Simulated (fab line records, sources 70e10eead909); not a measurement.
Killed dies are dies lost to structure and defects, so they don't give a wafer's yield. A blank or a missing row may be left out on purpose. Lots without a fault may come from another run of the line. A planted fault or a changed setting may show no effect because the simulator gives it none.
fab line records | flow nand_harc
record lots=12 wafers=36 last_day=24
route steps=1159 shown A_ZERO_WELL@403 A_ONON_D1@426 END@1159
lots that met no fault: from a run of the same line without faults
start_h: hours from the record's first day to the start of the lot's first wafer shown | wait_h: hours since the lot's step before | " the same as in the row above | L1.1+2: a row that stands for several wafers | - no value, or no start given | * or withheld: withheld | < > ~ a bound
route shown NAME@n: a module of which the file shows steps, and the number in the route of the first | usual: mean/standard deviation of fault-free wafers | same: alike in all rows | chamber/n: place in a boat | sites: the reading at each site | _std_site: their standard deviation | _edge_site: outer sites' mean less inner sites' | radius_mm: how far each site lies from the wafer's centre | mask NAME#n: copy n | behind: the tool/chamber that last shaped the wafer | hold: why the lot was held/for how many hours/how that ended | device: the transistor (n, p or np) that didn't switch | end of line: the same wafers' tests at the end of the route | a step without rows: its recipe alone | killed: dies lost to structure and defects at the first sort, not the wafer's yield | map: a wafer's dies, x killed, . not, _ none there
set.NAME: the setting as run; set.NAME@STEP: as run at that earlier step | model.NAME: the simulator's own value behind a step, which no gauge read
steps of the route over a sample of lots; a table a step, a row a wafer
services: from which hour (start_h, from the record's first day; less than 0 if before it) a tool's chamber was out of use, for how many hours, and why
## steps
# step NHARC_A_ZERO_WELL_DESCUM_12
# recipe time_s=3 o2_flow_sccm=200 ar_flow_sccm=0 bias_power_w=0 chemistry=O2
# usual drypump_motor_current_A=5.8/0.57 mfc_ar_sccm=0.009/0.01 o2_flow_sccm=200.0/0.58 oes_product_au=1.003/0.0082 rf_vpp_V=58.0/0.88 showerhead_plenum_p_Torr=1.93/0.068 throttle_valve_pct=11.310/0.0086
# same bias_power_w=0
# columns lot.wafer tool chamber start_h wait_h drypump_motor_current_A mfc_ar_sccm o2_flow_sccm oes_product_au rf_hours_counter_h rf_vpp_V showerhead_plenum_p_Torr throttle_valve_pct
L336.1 rie_diel-05 3 136.11 - 6.1 0.019 198.6 1.003 9 59.4 1.93 11.318
L336.4 " 1 " " 5.1 0.028 199.6 1.001 - 58.3 1.80 11.304
L336.6 " 3 " " 6.1 0.019 200.1 1.004 - 57.3 1.93 11.315
L337.4 rie_diel-11 1 149.12 - 5.9 0 200.4 1.003 16 59.1 2.01 11.295
L337.6 " 3 " " 6.2 0.018 200.6 1.010 - 57.5 1.92 11.306
L337.5 " 0 " " 6.6 0 199.9 1.012 - 58.4 1.95 11.319
L338.1 rie_diel-05 2 149.71 - 6.6 0.007 199.5 1.012 10 57.5 2.00 11.305
L338.3 " 1 " " 5.1 0.028 199.9 1.001 11 57.7 1.80 11.323
L338.6 " 1 " " 5.1 0.028 200.7 0.994 - 58.0 1.80 11.305
L339.1 rie_diel-10 2 150.79 - 5.2 0.025 200.2 1.005 9 58.8 1.99 11.321
L339.3 " 0 " " 5.3 0.003 199.3 1.000 9 57.7 1.93 11.322
L339.6 " 2 " " 5.2 0.025 199.9 1.004 - 57.7 1.99 11.295
L340.2 rie_diel-11 3 166.77 - 6.3 0.018 200.5 1.009 18 56.7 1.92 11.308
L340.4 " 0 " " 6.6 0 199.3 0.999 17 57.6 1.95 11.305
L340.6 " 3 " " 6.2 0.018 199.4 1.003 - 58.9 1.92 11.321
L343.1 rie_diel-11 1 173.67 - 5.9 0 199.8 1.019 18 58.2 2.01 11.326
L343.4 " 0 " " 6.6 0 200.3 1.007 17 59.2 1.95 11.300
L343.6 " 2 " " 5.2 0 200.9 1.003 - 57.3 1.85 11.296
L347.1 rie_diel-10 3 198.07 - 5.6 0 200.0 1.014 1 58.6 2.02 11.325
L347.6 " 1 " " 5.7 0.002 200.6 0.992 - 57.3 1.94 11.313
L347.5 " 2 " " 5.2 0.025 199.5 0.990 - 57.7 1.99 11.310
L350.1 rie_diel-11 2 211.42 - 5.3 0 200.5 1.008 1 57.4 1.85 11.316
L350.4 " 0 " " 6.6 0 200.9 1.007 1 57.2 1.95 11.321
L350.5 " 2 " " 5.3 0 200.1 1.008 - 57.7 1.85 11.312
L351.2 rie_diel-10 0 227.83 - 5.3 0.003 200.7 0.996 3 56.6 1.93 11.323
L351.4 " 1 " " 5.7 0.002 200.1 0.998 3 58.3 1.94 11.311
L351.5 " 0 " " 5.3 0.003 200.5 1.000 - 57.8 1.93 11.306
L356.3 rie_diel-11 3 253.72 - 6.3 0.018 199.9 1.018 6 57.2 1.91 11.304
L356.6 " 0 " " 6.6 0 200.3 1.021 - 57.9 1.95 11.325
L356.5 " 1 " " 5.9 0 200.7 1.007 - 56.9 2.01 11.309
L357.3 rie_diel-05 2 259.06 - 6.6 0.007 200.5 0.998 7 57.0 2.00 11.315
L357.2 " 3 " " 6.1 0.019 199.5 0.998 5 58.1 1.92 11.322
L357.5 " 2 " " 6.6 0.007 200.6 1.003 - 58.6 2.00 11.305
L358.1 rie_diel-10 2 264.15 - 5.2 0.025 199.7 0.994 6 58.1 1.99 11.299
L358.2 " 3 " " 5.6 0 199.5 1.004 6 57.9 2.02 11.318
L358.4 " 0 " " 5.3 0.003 199.5 1.002 6 59.0 1.93 11.310
# step NHARC_A_ZERO_WELL_RTA_16
# recipe temp_c=1000 time_s=10
# usual anneal_temp_c_max=1003.9/0.71 lamp_power_pct=27.82/0.19 wafer_temp_C_max=1005.0/1.7
# columns lot.wafer tool chamber start_h wait_h anneal_temp_c_max lamp_power_pct wafer_temp_C_max
L336.1 rtp_anneal-02 0 137.23 - 1003.8 27.96 1005.6
L336.4 " 0 " " 1004.7 28.01 1005.9
L336.6 " 0 " " 1005.1 28.04 1006.0
L337.4 rtp_anneal-01 0 150.30 - 1003.6 27.56 1003.8
L337.5 " 0 " " 1005.0 27.56 1003.0
L337.6 " 0 " " 1004.2 27.57 1003.3
L338.1 rtp_anneal-01 0 150.88 - 1003.7 27.60 1005.1
L338.3 " 0 " " 1005.0 27.61 1002.8
L338.6 " 0 " " 1004.9 27.63 1002.7
L339.1 rtp_anneal-02 0 151.90 - 1004.1 27.98 1005.7
L339.3 " 0 " " 1004.5 27.98 1005.5
L339.6 " 0 " " 1003.6 27.98 1005.3
L340.2 rtp_anneal-02 0 167.93 - 1003.6 27.98 1008.6
L340.4 " 0 " " 1003.3 28.02 1005.4
L340.6 " 0 " " 1003.2 27.98 1005.0
L343.1 rtp_anneal-02 0 174.79 - 1004.2 27.95 1005.4
L343.4 " 0 " " 1003.1 28.04 1005.8
L343.6 " 0 " " 1005.2 27.99 1007.5
L347.1 rtp_anneal-02 0 199.17 - 1005.2 28.01 1005.1
L347.5 " 0 " " 1004.1 27.93 1006.7
L347.6 " 0 " " 1004.7 27.97 1005.0
L350.1 rtp_anneal-01 0 212.56 - 1003.8 27.57 1002.6
L350.4 " 0 " " 1003.2 27.59 1003.1
L350.5 " 0 " " 1004.1 27.53 1003.2
L351.2 rtp_anneal-02 0 229.14 - 1002.3 27.98 1007.3
L351.4 " 0 " " 1004.0 27.98 1006.0
L351.5 " 0 " " 1003.8 28.02 1004.8
L356.3 rtp_anneal-02 0 254.95 - 1003.2 27.93 1006.1
L356.5 " 0 " " 1004.5 28.00 1005.6
L356.6 " 0 " " 1003.8 27.98 1004.6
L357.2 rtp_anneal-02 0 260.20 - 1003.9 27.96 1003.6
L357.3 " 0 " " 1005.5 27.99 1006.7
L357.5 " 0 " " 1002.6 27.99 1005.4
L358.1 rtp_anneal-02 0 265.28 - 1003.6 27.98 1006.5
L358.2 " 0 " " 1003.8 28.01 1007.6
L358.4 " 0 " " 1003.2 27.97 1006.5
# step NHARC_A_ZERO_WELL_INSPECT_17
# usual raw_defect_count=10/5.7
# columns lot.wafer tool chamber start_h wait_h raw_defect_count
L336.1 defect_inspect-02 - 137.42 0.2 6
L336.4 " - " " 11
L336.6 " - " " 5
L337.4 defect_inspect-02 - 150.42 0.1 7
L337.5 " - " " 14
L337.6 " - " " 16
L338.1 defect_inspect-02 - 151.08 0.2 12
L338.3 " - " " 16
L338.6 " - " " 19
L339.1 defect_inspect-02 - 152.10 0.2 4
L339.3 " - " " 5
L339.6 " - " " 2
L340.2 defect_inspect-02 - 168.10 0.1 10
L340.4 " - " " 10
L340.6 " - " " 20
L343.1 defect_inspect-01 - 174.99 0.2 6
L343.4 " - " " 9
L343.6 " - " " 15
L347.1 defect_inspect-01 - 199.37 0.2 6
L347.5 " - " " 5
L347.6 " - " " 2
L350.1 defect_inspect-02 - 212.75 0.2 3
L350.4 " - " " 10
L350.5 " - " " 2
L351.2 defect_inspect-01 - 229.32 0.1 5
L351.4 " - " " 4
L351.5 " - " " 8
L356.3 defect_inspect-02 - 255.12 0.1 5
L356.5 " - " " 9
L356.6 " - " " 9
L357.2 defect_inspect-02 - 260.37 0.1 3
L357.3 " - " " 13
L357.5 " - " " 7
L358.1 defect_inspect-01 - 265.48 0.2 7
L358.2 " - " " 3
L358.4 " - " " 11
# step NHARC_A_ONON_D1_DEP_03
# recipe target_thk_a=10000 n2_flow_sccm=2750 n2o_flow_sccm=2000 nh3_flow_sccm=500 sih4_flow_sccm=210 temp_c=400
# usual sih4_flow_sccm=210.0/0.65
# columns lot.wafer tool chamber start_h wait_h sih4_flow_sccm
L336.1 pecvd_onon-01 0 159.35 0.1 210.7
L336.4 " 0 " " 210.1
L336.6 " 0 " " 210.0
L339.1 pecvd_onon-02 0 172.02 0.1 210.0
L339.3 " 0 " " 211.0
L339.6 " 0 " " 210.1
L338.1 pecvd_onon-03 0 172.02 0.1 209.3
L338.3 " 0 " " 210.9
L338.6 " 0 " " 210.0
L337.4 pecvd_onon-01 0 172.22 0.2 209.3
L337.5 " 0 " " 209.1
L337.6 " 0 " " 208.5
L340.2 pecvd_onon-02 0 188.58 0.1 209.6
L340.4 " 0 " " 209.3
L340.6 " 0 " " 211.4
L343.1 pecvd_onon-02 0 196.54 0.1 211.0
L343.4 " 0 " " 211.2
L343.6 " 0 " " 211.7
L347.1 pecvd_onon-03 0 222.77 0.1 208.9
L347.5 " 0 " " 209.9
L347.6 " 0 " " 210.6
L350.1 pecvd_onon-02 0 233.79 0.2 210.3
L350.4 " 0 " " 209.9
L350.5 " 0 " " 210.4
L351.2 pecvd_onon-02 0 251.67 0.1 210.0
L351.4 " 0 " " 210.1
L351.5 " 0 " " 210.4
L356.3 pecvd_onon-03 0 278.06 0.2 210.2
L356.5 " 0 " " 210.9
L356.6 " 0 " " 211.0
L357.2 pecvd_onon-03 0 284.17 0.1 210.9
L357.3 " 0 " " 210.2
L357.5 " 0 " " 211.0
L358.1 pecvd_onon-01 0 284.39 0.1 209.8
L358.2 " 0 " " 208.9
L358.4 " 0 " " 209.1
# step NHARC_A_ONON_D1_THK_MEAS_05
# recipe thk_meas_gauge=ellipsometry
# usual thk_nm=1002/7.9
# columns lot.wafer tool chamber start_h wait_h thk_nm
L336.1 film_metro-01 - 159.85 - 993
L336.4 " - " " 992
L336.6 " - " " 995
L339.1 film_metro-02 - 172.53 - 1006
L339.3 " - " " 1006
L339.6 " - " " 1004
L338.1 film_metro-01 - 172.54 - 1013
L338.3 " - " " 1014
L338.6 " - " " 1016
L337.4 film_metro-02 - 172.56 - 986
L337.5 " - " " 985
L337.6 " - " " 987
L340.2 film_metro-02 - 189.03 - 998
L340.4 " - " " 999
L340.6 " - " " 1000
L343.1 film_metro-02 - 197.04 - 1003
L343.4 " - " " 1005
L343.6 " - " " 1003
L347.1 film_metro-01 - 223.29 - 991
L347.5 " - " " 993
L347.6 " - " " 990
L350.1 film_metro-02 - 234.30 - 403
L350.4 " - " " 402
L350.5 " - " " 402
L351.2 film_metro-02 - 252.15 - 387
L351.4 " - " " 387
L351.5 " - " " 387
L356.3 film_metro-02 - 278.45 - 997
L356.5 " - " " 997
L356.6 " - " " 996
L357.2 film_metro-01 - 284.62 - 997
L357.3 " - " " 996
L357.5 " - " " 996
L358.1 film_metro-01 - 284.90 - 995
L358.2 " - " " 996
L358.4 " - " " 997
# step NHARC_END_SORT_01
# recipe temp_c=25
# usual killed_at_array=26/9.9 killed_at_other=0.8/1 killed_at_periphery=2.8/2.2 killed_dies=29/9.9 killed_open=3.2/1.8 killed_short=2.1/1.4
# same gross_dies=677
# columns lot.wafer tool chamber start_h wait_h killed_at_array killed_at_other killed_at_periphery killed_dies killed_open killed_short
L350.1 prober-01 0 512.10 2.5 676 0 1 677 2 2
L350.4 prober-01 0 514.50 3.4 676 0 1 677 6 4
L350.5 prober-01 0 515.30 3.7 674 0 3 677 6 7
L351.2 prober-02 0 526.03 2.8 669 1 7 677 2 2
L351.4 prober-02 0 527.61 3.4 670 0 7 677 6 0
L351.5 prober-02 0 528.40 3.7 675 0 2 677 3 2
# killed by level:class
L350.1 A_ONON_D1:area_dep=664 A_CHANNEL_HOLE_D1:chamber_film_flake=4 A_WL_FILL:chamber_film_flake=2 P_M0:geometric_particle:open=1 A_ONON_D1:geometric_particle:short=1 A_SGD_CUT:geometric_particle:open=1 A_WL_FILL:geometric_particle:short=1 A_CHANNEL_FILL_D1:chamber_film_flake=1
L350.4 A_ONON_D1:area_dep=655 A_CHANNEL_HOLE_D1:chamber_film_flake=4 A_CONTACT:chamber_film_flake=4 A_CHANNEL_FILL_D1:geometric_particle:open=3 A_WL_FILL:geometric_particle:open=2 A_STAIRCASE:chamber_film_flake=2 P_M1:geometric_particle:short=1 A_ONON_D1:geometric_particle:short=1
L350.5 A_ONON_D1:area_dep=655 A_CONTACT:chamber_film_flake=3 P_GATE:geometric_particle:open=2 A_CHANNEL_FILL_D1:geometric_particle:short=2 A_SGD_CUT:geometric_particle:short=2 A_WL_FILL:geometric_particle:short=2 A_CONTACT:geometric_particle:open=2 A_CHANNEL_HOLE_D1:chamber_film_flake=2
L351.2 A_ONON_D1:area_dep=643 A_SLIT:chamber_film_flake=17 P_CONTACT:chamber_film_flake=5 A_WL_FILL:chamber_film_flake=4 A_CONTACT:chamber_film_flake=2 P_GATE:geometric_particle:open=1 A_ONON_D1:geometric_particle:open=1 A_CHANNEL_HOLE_D1:geometric_particle:short=1
L351.4 A_ONON_D1:area_dep=636 A_SLIT:chamber_film_flake=13 A_CHANNEL_HOLE_D1:chamber_film_flake=7 A_CONTACT:chamber_film_flake=5 P_CONTACT:chamber_film_flake=3 A_STAIRCASE:chamber_film_flake=3 P_GATE:geometric_particle:open=2 A_CONTACT:geometric_particle:open=2
L351.5 A_ONON_D1:area_dep=650 A_SLIT:chamber_film_flake=12 A_CONTACT:chamber_film_flake=4 A_CHANNEL_HOLE_D1:chamber_film_flake=3 A_STAIRCASE:chamber_film_flake=3 P_M1:geometric_particle:open=1 P_M1:geometric_particle:short=1 A_STAIRCASE:geometric_particle:open=1
## services
# columns tool chamber start_h hours kind
rie_diel-11 0 119.50 - clean
rie_diel-11 1 119.50 - clean
rie_diel-11 2 119.50 - clean
rie_diel-11 3 119.50 - clean
rie_diel-11 0 144.00 - clean
rie_diel-11 1 144.00 - clean
rie_diel-11 2 144.00 - clean
rie_diel-11 3 144.00 - clean
pecvd_onon-03 - 153.00 13.0 pm
rie_diel-05 - 163.60 9.0 pm
rie_diel-11 0 168.50 - clean
rie_diel-11 1 168.50 - clean
rie_diel-11 2 168.50 - clean
rie_diel-11 3 168.50 - clean
rie_diel-10 - 176.50 9.0 pm
rie_diel-11 - 189.50 9.0 pm
rie_diel-11 0 189.50 9.0 vent_cycle
rie_diel-05 - 192.38 0.9 repair
pecvd_onon-01 - 195.00 13.0 pm
rie_diel-05 3 212.10 15.4 repair
rie_diel-05 0 218.55 2.4 repair
rie_diel-10 2 248.77 1.7 repair
rie_diel-10 0 251.81 1.4 repair
rie_diel-11 - 275.28 0.6 repair
## key
first_sign step=NHARC_A_ONON_D1_THK_MEAS_05 reading=thk_nm direction=down sigmas=77 usual=1002 struck=395
effect step=NHARC_END_SORT_01 reading=killed_at_array direction=up sigmas=65 usual=26 struck=673
more_kills_born_at NHARC_A_ONON_D1_DEP_03@pecvd_onon-02=3903
met_at NHARC_A_ONON_D1_DEP_03
struck_lots L350,L351
struck_wafers L350.1,L350.4,L350.5,L351.2,L351.4,L351.5
later_rows_left_out L350.1,L350.4,L350.5,L351.2,L351.4,L351.5
tester_left_out L350,L351
not_acting_at NHARC_A_ZERO_WELL_DESCUM_12,NHARC_A_ZERO_WELL_RTA_16,NHARC_A_ZERO_WELL_INSPECT_17
onset_between 196.54 233.79
fault kind=process_parameter_drift tool=pecvd_onon-02 chamber=0 onset_h=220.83 steps=NHARC_A_ONON_D1_DEP_03 channel=target_thk_a offset=* shape=step end_h=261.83 acts_in=* stated=*
# tester_left_out: of these lots the tester's yield and bins aren't shown, on N5 and GAA mostly nor the transistor test; their killed dies are dies lost to structure and defects alone, not to doping, threshold or leakage, so they don't give the yield
# later_rows_left_out: the simulator's readings of these wafers behind a module that went badly wrong aren't trusted and aren't shown, but for the sort
